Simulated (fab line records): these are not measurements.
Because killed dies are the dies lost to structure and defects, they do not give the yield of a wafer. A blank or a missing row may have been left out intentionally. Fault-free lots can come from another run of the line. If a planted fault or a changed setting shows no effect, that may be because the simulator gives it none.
Chamber matching :: flow nandHarc :: rieDiel-10 running NHARC_A_BONDPAD_ETCH_34: 4 sister chambers
The step etches the open film in N2/H2, target depth 60 nm, overetch 18 nm, time 65.91 s. 39 wafers are shown with their chamber, then 12 later ones without.

== WAFERS PAIRED WITH THEIR CHAMBERS ==
wafer: L075.3
chamber: 1
drypumpMotorCurrentA (A): 4.8
showerheadPlenumPTorr (Torr): 2.21
rfVppV (V): 434.2

wafer: L075.4
chamber: 2
drypumpMotorCurrentA (A): 6.1
showerheadPlenumPTorr (Torr): 2.13
rfVppV (V): 432.0

wafer: L075.5
chamber: 2
drypumpMotorCurrentA (A): 6.1
showerheadPlenumPTorr (Torr): 2.13
rfVppV (V): 434.1

wafer: L076.4
chamber: 2
drypumpMotorCurrentA (A): 6.1
showerheadPlenumPTorr (Torr): 2.13
rfVppV (V): 432.8

wafer: L076.5
chamber: 2
drypumpMotorCurrentA (A): 6.1
showerheadPlenumPTorr (Torr): 2.13
rfVppV (V): 433.5

wafer: L076.6
chamber: 1
drypumpMotorCurrentA (A): 4.8
showerheadPlenumPTorr (Torr): 2.21
rfVppV (V): 434.2

wafer: L077.1
chamber: 3
drypumpMotorCurrentA (A): 5.6
showerheadPlenumPTorr (Torr): 2.20
rfVppV (V): 435.2

wafer: L077.2
chamber: 2
drypumpMotorCurrentA (A): 6.1
showerheadPlenumPTorr (Torr): 2.13
rfVppV (V): 433.9

wafer: L077.4
chamber: 1
drypumpMotorCurrentA (A): 4.8
showerheadPlenumPTorr (Torr): 2.21
rfVppV (V): 435.1

wafer: L078.2
chamber: 2
drypumpMotorCurrentA (A): 6.1
showerheadPlenumPTorr (Torr): 2.13
rfVppV (V): 433.4

wafer: L078.4
chamber: 1
drypumpMotorCurrentA (A): 4.8
showerheadPlenumPTorr (Torr): 2.21
rfVppV (V): 434.3

wafer: L078.6
chamber: 0
drypumpMotorCurrentA (A): 6.4
showerheadPlenumPTorr (Torr): 1.99
rfVppV (V): 429.1

wafer: L080.1
chamber: 3
drypumpMotorCurrentA (A): 5.6
showerheadPlenumPTorr (Torr): 2.20
rfVppV (V): 435.4

wafer: L080.4
chamber: 0
drypumpMotorCurrentA (A): 6.4
showerheadPlenumPTorr (Torr): 1.99
rfVppV (V): 428.9

wafer: L080.5
chamber: 2
drypumpMotorCurrentA (A): 6.1
showerheadPlenumPTorr (Torr): 2.13
rfVppV (V): 432.0

wafer: L079.1
chamber: 0
drypumpMotorCurrentA (A): 6.5
showerheadPlenumPTorr (Torr): 1.99
rfVppV (V): 429.4

wafer: L079.3
chamber: 1
drypumpMotorCurrentA (A): 4.8
showerheadPlenumPTorr (Torr): 2.21
rfVppV (V): 434.8

wafer: L079.5
chamber: 3
drypumpMotorCurrentA (A): 5.5
showerheadPlenumPTorr (Torr): 2.20
rfVppV (V): 433.6

wafer: L082.1
chamber: 3
drypumpMotorCurrentA (A): 5.6
showerheadPlenumPTorr (Torr): 2.20
rfVppV (V): 433.8

wafer: L082.4
chamber: 0
drypumpMotorCurrentA (A): 6.4
showerheadPlenumPTorr (Torr): 1.98
rfVppV (V): 428.2

wafer: L082.6
chamber: 3
drypumpMotorCurrentA (A): 5.6
showerheadPlenumPTorr (Torr): 2.20
rfVppV (V): 433.9

wafer: L083.1
chamber: 0
drypumpMotorCurrentA (A): 6.4
showerheadPlenumPTorr (Torr): 1.99
rfVppV (V): 428.6

wafer: L083.4
chamber: 1
drypumpMotorCurrentA (A): 4.8
showerheadPlenumPTorr (Torr): 2.21
rfVppV (V): 435.3

wafer: L083.6
chamber: 0
drypumpMotorCurrentA (A): 6.5
showerheadPlenumPTorr (Torr): 1.99
rfVppV (V): 428.6

wafer: L084.1
chamber: 2
drypumpMotorCurrentA (A): 6.1
showerheadPlenumPTorr (Torr): 2.13
rfVppV (V): 432.5

wafer: L084.5
chamber: 0
drypumpMotorCurrentA (A): 6.5
showerheadPlenumPTorr (Torr): 1.99
rfVppV (V): 429.4

wafer: L084.6
chamber: 3
drypumpMotorCurrentA (A): 5.6
showerheadPlenumPTorr (Torr): 2.20
rfVppV (V): 435.0

wafer: L089.2
chamber: 2
drypumpMotorCurrentA (A): 6.1
showerheadPlenumPTorr (Torr): 2.13
rfVppV (V): 431.4

wafer: L089.3
chamber: 0
drypumpMotorCurrentA (A): 6.4
showerheadPlenumPTorr (Torr): 1.98
rfVppV (V): 427.5

wafer: L089.5
chamber: 3
drypumpMotorCurrentA (A): 5.6
showerheadPlenumPTorr (Torr): 2.20
rfVppV (V): 433.2

wafer: L088.2
chamber: 2
drypumpMotorCurrentA (A): 6.1
showerheadPlenumPTorr (Torr): 2.13
rfVppV (V): 432.1

wafer: L088.5
chamber: 1
drypumpMotorCurrentA (A): 4.8
showerheadPlenumPTorr (Torr): 2.20
rfVppV (V): 434.5

wafer: L088.6
chamber: 2
drypumpMotorCurrentA (A): 6.1
showerheadPlenumPTorr (Torr): 2.13
rfVppV (V): 432.8

wafer: L090.1
chamber: 3
drypumpMotorCurrentA (A): 5.6
showerheadPlenumPTorr (Torr): 2.19
rfVppV (V): 433.8

wafer: L090.2
chamber: 1
drypumpMotorCurrentA (A): 4.8
showerheadPlenumPTorr (Torr): 2.20
rfVppV (V): 434.5

wafer: L090.6
chamber: 1
drypumpMotorCurrentA (A): 4.8
showerheadPlenumPTorr (Torr): 2.20
rfVppV (V): 434.1

wafer: L094.1
chamber: 2
drypumpMotorCurrentA (A): 6.1
showerheadPlenumPTorr (Torr): 2.13
rfVppV (V): 432.2

wafer: L094.3
chamber: 0
drypumpMotorCurrentA (A): 6.5
showerheadPlenumPTorr (Torr): 1.98
rfVppV (V): 428.2

wafer: L094.4
chamber: 1
drypumpMotorCurrentA (A): 4.8
showerheadPlenumPTorr (Torr): 2.20
rfVppV (V): 436.9

SIGNATURES (averages over the wafers above)
reading: drypumpMotorCurrentA
chamber 0: 6.444
chamber 1: 4.800
chamber 2: 6.100
chamber 3: 5.587
scatter within a chamber: 0.0297

reading: showerheadPlenumPTorr
chamber 0: 1.9867
chamber 1: 2.2060
chamber 2: 2.1300
chamber 3: 2.1987
scatter within a chamber: 0.00388

reading: rfVppV
chamber 0: 428.656
chamber 1: 434.790
chamber 2: 432.725
chamber 3: 434.238
scatter within a chamber: 0.797
Rule: a wafer's distance from a chamber is the root of the sum, over the readings, of the square of ((its reading less the chamber's mean) divided by the reading's scatter). If the next closest chamber is less than 2 further off than the closest, the wafer can't be placed; otherwise it belongs to the closest. The scatter is the square root of a quotient: the sum, over the shown wafers, of each reading's squared deviation from its chamber's mean, divided by wafers minus chambers.

== WAFERS WITH NO CHAMBER GIVEN ==
wafer: L092.4
drypumpMotorCurrentA (A): 6.5
showerheadPlenumPTorr (Torr): 1.98
rfVppV (V): 429.1

wafer: L092.5
drypumpMotorCurrentA (A): 6.1
showerheadPlenumPTorr (Torr): 2.13
rfVppV (V): 433.2

wafer: L092.6
drypumpMotorCurrentA (A): 5.6
showerheadPlenumPTorr (Torr): 2.19
rfVppV (V): 434.7

wafer: L093.4
drypumpMotorCurrentA (A): 5.5
showerheadPlenumPTorr (Torr): 2.20
rfVppV (V): 436.2

wafer: L093.5
drypumpMotorCurrentA (A): 6.5
showerheadPlenumPTorr (Torr): 1.98
rfVppV (V): 428.5

wafer: L093.6
drypumpMotorCurrentA (A): 5.6
showerheadPlenumPTorr (Torr): 2.19
rfVppV (V): 434.6

wafer: L096.2
drypumpMotorCurrentA (A): 4.8
showerheadPlenumPTorr (Torr): 2.20
rfVppV (V): 435.8

wafer: L096.5
drypumpMotorCurrentA (A): 6.5
showerheadPlenumPTorr (Torr): 1.98
rfVppV (V): 429.6

wafer: L096.6
drypumpMotorCurrentA (A): 5.6
showerheadPlenumPTorr (Torr): 2.19
rfVppV (V): 433.6

wafer: L095.1
drypumpMotorCurrentA (A): 5.6
showerheadPlenumPTorr (Torr): 2.19
rfVppV (V): 435.6

wafer: L095.2
drypumpMotorCurrentA (A): 6.1
showerheadPlenumPTorr (Torr): 2.13
rfVppV (V): 433.3

wafer: L095.6
drypumpMotorCurrentA (A): 4.8
showerheadPlenumPTorr (Torr): 2.20
rfVppV (V): 434.0

== THE CHAMBER EACH PASSED THROUGH ==
wafer: L092.4
from the rows above: 0
in truth: 0

wafer: L092.5
from the rows above: 2
in truth: 2

wafer: L092.6
from the rows above: 3
in truth: 3

wafer: L093.4
from the rows above: 3
in truth: 3

wafer: L093.5
from the rows above: 0
in truth: 0

wafer: L093.6
from the rows above: 3
in truth: 3

wafer: L096.2
from the rows above: 1
in truth: 1

wafer: L096.5
from the rows above: 0
in truth: 0

wafer: L096.6
from the rows above: 3
in truth: 3

wafer: L095.1
from the rows above: 3
in truth: 3

wafer: L095.2
from the rows above: 2
in truth: 2

wafer: L095.6
from the rows above: 1
in truth: 1
Correct placement for 12 of the 12. Number that these rows cannot place: 0. Wrongly placed: 0.
